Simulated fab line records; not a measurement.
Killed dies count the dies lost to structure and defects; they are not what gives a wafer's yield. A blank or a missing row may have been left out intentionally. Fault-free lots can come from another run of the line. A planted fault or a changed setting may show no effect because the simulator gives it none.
What tool caused it? / flow n5Finfet / 12 lots with 34 wafers sampled at 4 steps, on a route of 1938 steps

== WHAT EACH GAUGE READ, for each wafer ==
No reading from a measuring or inspecting step in the record can be judged against a usual standard deviation.

== EACH LOT AND THE TOOL THAT RAN IT (in order: tool; ch and the chambers of the sampled wafers; start) ==
lot=L155; N5_FIN_SAQP_FIN_ETCH_36=rieSi-02 ch 0,1, day 2 01:45; N5_FIN_CUT_ETCH_21=rieDiel-06 ch 1,3, day 2 03:08; N5_FIN_CUT_PRECLEAN_35=vaporEtch-02 ch 0,1, day 2 03:35; N5_FIN_CUT_CUT_ETCH_28=rieSi-05 ch 1,3, day 2 03:43
lot=L156; N5_FIN_SAQP_FIN_ETCH_36=rieSi-02 ch 1,2, day 2 09:31; N5_FIN_CUT_ETCH_21=rieDiel-06 ch 2,3, day 2 10:17; N5_FIN_CUT_PRECLEAN_35=vaporEtch-01 ch 0,1, day 2 12:00; N5_FIN_CUT_CUT_ETCH_28=rieSi-03 ch 1,2,3, day 2 12:07
lot=L157; N5_FIN_SAQP_FIN_ETCH_36=rieSi-04 ch 1,2,3, day 2 15:26; N5_FIN_CUT_ETCH_21=rieDiel-03 ch 1,2, day 2 16:12; N5_FIN_CUT_PRECLEAN_35=vaporEtch-01 ch 0,1, day 2 16:39; N5_FIN_CUT_CUT_ETCH_28=rieSi-01 ch 0,1,2, day 2 16:47
lot=L159; N5_FIN_SAQP_FIN_ETCH_36=rieSi-02 ch 1,2, day 3 03:13; N5_FIN_CUT_ETCH_21=rieDiel-03 ch 0,3, day 3 04:07; N5_FIN_CUT_PRECLEAN_35=vaporEtch-01 ch 1, day 3 04:35; N5_FIN_CUT_CUT_ETCH_28=rieSi-05 ch 2,3, day 3 04:43
lot=L162; N5_FIN_SAQP_FIN_ETCH_36=rieSi-04 ch 1,3, day 3 23:12; N5_FIN_CUT_ETCH_21=rieDiel-03 ch 1,2, day 4 00:06; N5_FIN_CUT_PRECLEAN_35=vaporEtch-02 ch 1, day 4 00:34; N5_FIN_CUT_CUT_ETCH_28=rieSi-01 ch 1,2, day 4 00:41
lot=L163; N5_FIN_SAQP_FIN_ETCH_36=rieSi-04 ch 1,3, day 4 03:54; N5_FIN_CUT_ETCH_21=rieDiel-06 ch 0,1,2, day 4 04:40; N5_FIN_CUT_PRECLEAN_35=vaporEtch-02 ch 0, day 4 05:07; N5_FIN_CUT_CUT_ETCH_28=rieSi-03 ch 2,3, day 4 05:16
lot=L164; N5_FIN_SAQP_FIN_ETCH_36=rieSi-04 ch 0,1,3, day 4 10:02; N5_FIN_CUT_ETCH_21=rieDiel-06 ch 0,1,2, day 4 10:56; N5_FIN_CUT_PRECLEAN_35=vaporEtch-01 ch 0,1, day 4 11:23; N5_FIN_CUT_CUT_ETCH_28=rieSi-03 ch 0,1,3, day 4 11:31
lot=L169; N5_FIN_SAQP_FIN_ETCH_36=rieSi-04 ch 0,1,3, day 5 14:49; N5_FIN_CUT_ETCH_21=rieDiel-06 ch 0,2,3, day 5 15:35; N5_FIN_CUT_PRECLEAN_35=vaporEtch-01 ch 0,1, day 5 16:03; N5_FIN_CUT_CUT_ETCH_28=rieSi-03 ch 0,2,3, day 5 16:11
lot=L170; N5_FIN_SAQP_FIN_ETCH_36=rieSi-02 ch 0,1, day 5 20:17; N5_FIN_CUT_ETCH_21=rieDiel-06 ch 0,1, day 5 21:22; N5_FIN_CUT_PRECLEAN_35=vaporEtch-01 ch 0,1, day 5 21:49; N5_FIN_CUT_CUT_ETCH_28=rieSi-03 ch 0,2, day 5 21:57
lot=L174; N5_FIN_SAQP_FIN_ETCH_36=rieSi-06 ch 0,2, day 6 20:23; N5_FIN_CUT_ETCH_21=rieDiel-03 ch 1,3, day 6 21:09; N5_FIN_CUT_PRECLEAN_35=vaporEtch-01 ch 0,1, day 6 21:36; N5_FIN_CUT_CUT_ETCH_28=rieSi-03 ch 0,1, day 6 21:44
lot=L177; N5_FIN_SAQP_FIN_ETCH_36=rieSi-02 ch 0,3, day 7 14:02; N5_FIN_CUT_ETCH_21=rieDiel-03 ch 0,2, day 7 14:49; N5_FIN_CUT_PRECLEAN_35=vaporEtch-02 ch 0,1, day 7 15:17; N5_FIN_CUT_CUT_ETCH_28=rieSi-05 ch 0,1,2, day 7 15:25
lot=L178; N5_FIN_SAQP_FIN_ETCH_36=rieSi-02 ch 0,2,3, day 7 23:02; N5_FIN_CUT_ETCH_21=rieDiel-03 ch 0,1,3, day 7 23:56; N5_FIN_CUT_PRECLEAN_35=vaporEtch-02 ch 0,1, day 8 00:23; N5_FIN_CUT_CUT_ETCH_28=rieSi-01 ch 1,2, day 8 00:32
- N5_FIN_SAQP_FIN_ETCH_36: etches the open film in HBr/Cl2/O2, target depth 120 nm, time 50.4 s.
- N5_FIN_CUT_ETCH_21: etches SOC in N2/H2, target depth 219 nm, overetch 43.8 nm, time 523.5 s.
- N5_FIN_CUT_PRECLEAN_35: cleans in vHF, time 13.3 s.
- N5_FIN_CUT_CUT_ETCH_28: etches Si in HBr/Cl2/O2, target depth 6 nm, time 2.4 s.

== AS READ BY THE TOOLS THEMSELVES (means over the sampled wafers that have a number; for cases with no such wafer, the mark the record gives instead) ==
N5_FIN_SAQP_FIN_ETCH_36. Usual: drypumpMotorCurrentA 5.6 A, standard deviation 0.38; oesProductAu 1.011 a.u., standard deviation 0.024; throttleValvePct 36.0 %, standard deviation 0.35.
lot=L155; tool=rieSi-02; drypumpMotorCurrentA (A)=5.6; oesProductAu (a.u.)=0.995; throttleValvePct (%)=35.8; flag=
lot=L156; tool=rieSi-02; drypumpMotorCurrentA (A)=5.8; oesProductAu (a.u.)=1.011; throttleValvePct (%)=35.8; flag=
lot=L157; tool=rieSi-04; drypumpMotorCurrentA (A)=5.2; oesProductAu (a.u.)=1.004; throttleValvePct (%)=36.1; flag=
lot=L159; tool=rieSi-02; drypumpMotorCurrentA (A)=5.9; oesProductAu (a.u.)=1.006; throttleValvePct (%)=35.7; flag=
lot=L162; tool=rieSi-04; drypumpMotorCurrentA (A)=5.4; oesProductAu (a.u.)=0.998; throttleValvePct (%)=36.0; flag=
lot=L163; tool=rieSi-04; drypumpMotorCurrentA (A)=5.5; oesProductAu (a.u.)=0.992; throttleValvePct (%)=36.1; flag=
lot=L164; tool=rieSi-04; drypumpMotorCurrentA (A)=5.5; oesProductAu (a.u.)=1.019; throttleValvePct (%)=35.9; flag=
lot=L169; tool=rieSi-04; drypumpMotorCurrentA (A)=5.5; oesProductAu (a.u.)=1.012; throttleValvePct (%)=35.9; flag=
lot=L170; tool=rieSi-02; drypumpMotorCurrentA (A)=5.8; oesProductAu (a.u.)=0.992; throttleValvePct (%)=35.4; flag=
lot=L174; tool=rieSi-06; drypumpMotorCurrentA (A)=6.2; oesProductAu (a.u.)=1.005; throttleValvePct (%)=35.9; flag=
lot=L177; tool=rieSi-02; drypumpMotorCurrentA (A)=5.5; oesProductAu (a.u.)=1.021; throttleValvePct (%)=36.2; flag=
lot=L178; tool=rieSi-02; drypumpMotorCurrentA (A)=5.7; oesProductAu (a.u.)=1.028; throttleValvePct (%)=36.2; flag=

N5_FIN_CUT_ETCH_21. Usual: drypumpMotorCurrentA 5.8 A, standard deviation 0.31; h2FlowSccm 200.0 sccm, standard deviation 0.65; oesProductAu 0.72 a.u., standard deviation 0.067; rfVppV 240.1 V, standard deviation 1.2; showerheadPlenumPTorr 2.49 Torr, standard deviation 0.068; throttleValvePct 17.88 %, standard deviation 0.25.
lot=L155; tool=rieDiel-06; drypumpMotorCurrentA (A)=5.7; h2FlowSccm (sccm)=200.6; oesProductAu (a.u.)=0.74; rfVppV (V)=239.1; showerheadPlenumPTorr (Torr)=2.46; throttleValvePct (%)=17.77; flag=
lot=L156; tool=rieDiel-06; drypumpMotorCurrentA (A)=5.7; h2FlowSccm (sccm)=199.9; oesProductAu (a.u.)=0.71; rfVppV (V)=240.1; showerheadPlenumPTorr (Torr)=2.44; throttleValvePct (%)=17.79; flag=
lot=L157; tool=rieDiel-03; drypumpMotorCurrentA (A)=6.0; h2FlowSccm (sccm)=199.9; oesProductAu (a.u.)=0.70; rfVppV (V)=240.5; showerheadPlenumPTorr (Torr)=2.49; throttleValvePct (%)=17.73; flag=
lot=L159; tool=rieDiel-03; drypumpMotorCurrentA (A)=6.1; h2FlowSccm (sccm)=198.6; oesProductAu (a.u.)=0.70; rfVppV (V)=240.7; showerheadPlenumPTorr (Torr)=2.48; throttleValvePct (%)=17.97; flag=
lot=L162; tool=rieDiel-03; drypumpMotorCurrentA (A)=6.0; h2FlowSccm (sccm)=201.1; oesProductAu (a.u.)=0.70; rfVppV (V)=240.3; showerheadPlenumPTorr (Torr)=2.50; throttleValvePct (%)=17.77; flag=
lot=L163; tool=rieDiel-06; drypumpMotorCurrentA (A)=5.5; h2FlowSccm (sccm)=199.9; oesProductAu (a.u.)=0.74; rfVppV (V)=239.8; showerheadPlenumPTorr (Torr)=2.46; throttleValvePct (%)=17.92; flag=
lot=L164; tool=rieDiel-06; drypumpMotorCurrentA (A)=5.5; h2FlowSccm (sccm)=199.6; oesProductAu (a.u.)=0.75; rfVppV (V)=239.4; showerheadPlenumPTorr (Torr)=2.46; throttleValvePct (%)=17.93; flag=
lot=L169; tool=rieDiel-06; drypumpMotorCurrentA (A)=5.6; h2FlowSccm (sccm)=220.3; oesProductAu (a.u.)=0.74; rfVppV (V)=239.9; showerheadPlenumPTorr (Torr)=2.51; throttleValvePct (%)=18.47; flag=OFF
lot=L170; tool=rieDiel-06; drypumpMotorCurrentA (A)=5.6; h2FlowSccm (sccm)=219.8; oesProductAu (a.u.)=0.80; rfVppV (V)=239.7; showerheadPlenumPTorr (Torr)=2.54; throttleValvePct (%)=18.36; flag=OFF
lot=L174; tool=rieDiel-03; drypumpMotorCurrentA (A)=5.9; h2FlowSccm (sccm)=198.5; oesProductAu (a.u.)=0.72; rfVppV (V)=240.1; showerheadPlenumPTorr (Torr)=2.53; throttleValvePct (%)=17.95; flag=
lot=L177; tool=rieDiel-03; drypumpMotorCurrentA (A)=6.3; h2FlowSccm (sccm)=200.1; oesProductAu (a.u.)=0.81; rfVppV (V)=240.0; showerheadPlenumPTorr (Torr)=2.46; throttleValvePct (%)=17.60; flag=
lot=L178; tool=rieDiel-03; drypumpMotorCurrentA (A)=6.0; h2FlowSccm (sccm)=200.2; oesProductAu (a.u.)=0.76; rfVppV (V)=239.5; showerheadPlenumPTorr (Torr)=2.49; throttleValvePct (%)=17.85; flag=

N5_FIN_CUT_PRECLEAN_35. Usual: drypumpMotorCurrentA 5.6 A, standard deviation 0.32.
lot=L155; tool=vaporEtch-02; drypumpMotorCurrentA (A)=5.3; flag=
lot=L156; tool=vaporEtch-01; drypumpMotorCurrentA (A)=5.7; flag=
lot=L157; tool=vaporEtch-01; drypumpMotorCurrentA (A)=5.9; flag=
lot=L159; tool=vaporEtch-01; drypumpMotorCurrentA (A)=6.0; flag=
lot=L162; tool=vaporEtch-02; drypumpMotorCurrentA (A)=5.1; flag=
lot=L163; tool=vaporEtch-02; drypumpMotorCurrentA (A)=5.7; flag=
lot=L164; tool=vaporEtch-01; drypumpMotorCurrentA (A)=5.9; flag=
lot=L169; tool=vaporEtch-01; drypumpMotorCurrentA (A)=5.9; flag=
lot=L170; tool=vaporEtch-01; drypumpMotorCurrentA (A)=5.7; flag=
lot=L174; tool=vaporEtch-01; drypumpMotorCurrentA (A)=5.7; flag=
lot=L177; tool=vaporEtch-02; drypumpMotorCurrentA (A)=5.5; flag=
lot=L178; tool=vaporEtch-02; drypumpMotorCurrentA (A)=5.3; flag=

N5_FIN_CUT_CUT_ETCH_28. Usual: drypumpMotorCurrentA 5.32 A, standard deviation 0.24; oesProductAu 0.993 a.u., standard deviation 0.01; throttleValvePct 37.2 %, standard deviation 0.45.
lot=L155; tool=rieSi-05; drypumpMotorCurrentA (A)=5.66; oesProductAu (a.u.)=0.989; throttleValvePct (%)=37.2; flag=
lot=L156; tool=rieSi-03; drypumpMotorCurrentA (A)=5.21; oesProductAu (a.u.)=0.987; throttleValvePct (%)=37.1; flag=
lot=L157; tool=rieSi-01; drypumpMotorCurrentA (A)=5.23; oesProductAu (a.u.)=0.996; throttleValvePct (%)=37.8; flag=
lot=L159; tool=rieSi-05; drypumpMotorCurrentA (A)=5.59; oesProductAu (a.u.)=0.984; throttleValvePct (%)=37.4; flag=
lot=L162; tool=rieSi-01; drypumpMotorCurrentA (A)=5.10; oesProductAu (a.u.)=0.990; throttleValvePct (%)=38.0; flag=
lot=L163; tool=rieSi-03; drypumpMotorCurrentA (A)=5.16; oesProductAu (a.u.)=0.998; throttleValvePct (%)=37.3; flag=
lot=L164; tool=rieSi-03; drypumpMotorCurrentA (A)=5.28; oesProductAu (a.u.)=0.990; throttleValvePct (%)=36.8; flag=
lot=L169; tool=rieSi-03; drypumpMotorCurrentA (A)=5.23; oesProductAu (a.u.)=0.996; throttleValvePct (%)=37.1; flag=
lot=L170; tool=rieSi-03; drypumpMotorCurrentA (A)=5.38; oesProductAu (a.u.)=0.999; throttleValvePct (%)=36.9; flag=
lot=L174; tool=rieSi-03; drypumpMotorCurrentA (A)=5.42; oesProductAu (a.u.)=0.984; throttleValvePct (%)=36.6; flag=
lot=L177; tool=rieSi-05; drypumpMotorCurrentA (A)=5.34; oesProductAu (a.u.)=0.988; throttleValvePct (%)=37.1; flag=
lot=L178; tool=rieSi-01; drypumpMotorCurrentA (A)=5.17; oesProductAu (a.u.)=0.992; throttleValvePct (%)=38.1; flag=

== THE ANSWER, worked out from the rows above alone ==
Rule: take the mean of a lot's wafers that have a number; if it is more than 3 standard deviations from the usual mean, the lot is off. A lot without any number at a reading at which 4 lots or more have one is off too. All remaining lots with rows at the step are treated as sound. First the gauges in route order, then the tools' own readings, where a lot's mean is used as printed above. The first step at which some lot is off is used, and at that step the reading that is off furthest; a lot without a number counts as furthest.
Off, at N5_FIN_CUT_ETCH_21 on h2FlowSccm: L169, L170.
If a tool, at that step or one of the process steps before it, ran each lot that is off and ran no sound lot following the first of them, it fits. One candidate fits, namely rieDiel-06 at N5_FIN_CUT_ETCH_21. A fault onset in the window from L164 (day 4 10:56, its last sound lot) to L169 (day 5 15:35, its first lot off) fits.
The tool's own readings at N5_FIN_CUT_ETCH_21 bear it out: on the lots that are off they differ by more than 5 times the standard deviation of the sound lots' means. h2FlowSccm reads 220.1 sccm there against 199.8 sccm on the sound lots; throttleValvePct reads 18.41 % there against 17.83 % on the sound lots.

== WHAT THE SIMULATOR PUT IN ==
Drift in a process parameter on rieDiel-06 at N5_FIN_CUT_ETCH_21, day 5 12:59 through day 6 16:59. A move of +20 in setting h2FlowSccm, from 200. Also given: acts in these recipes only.
Shown lots that were struck: L169, L170. Same finding as the rule above.
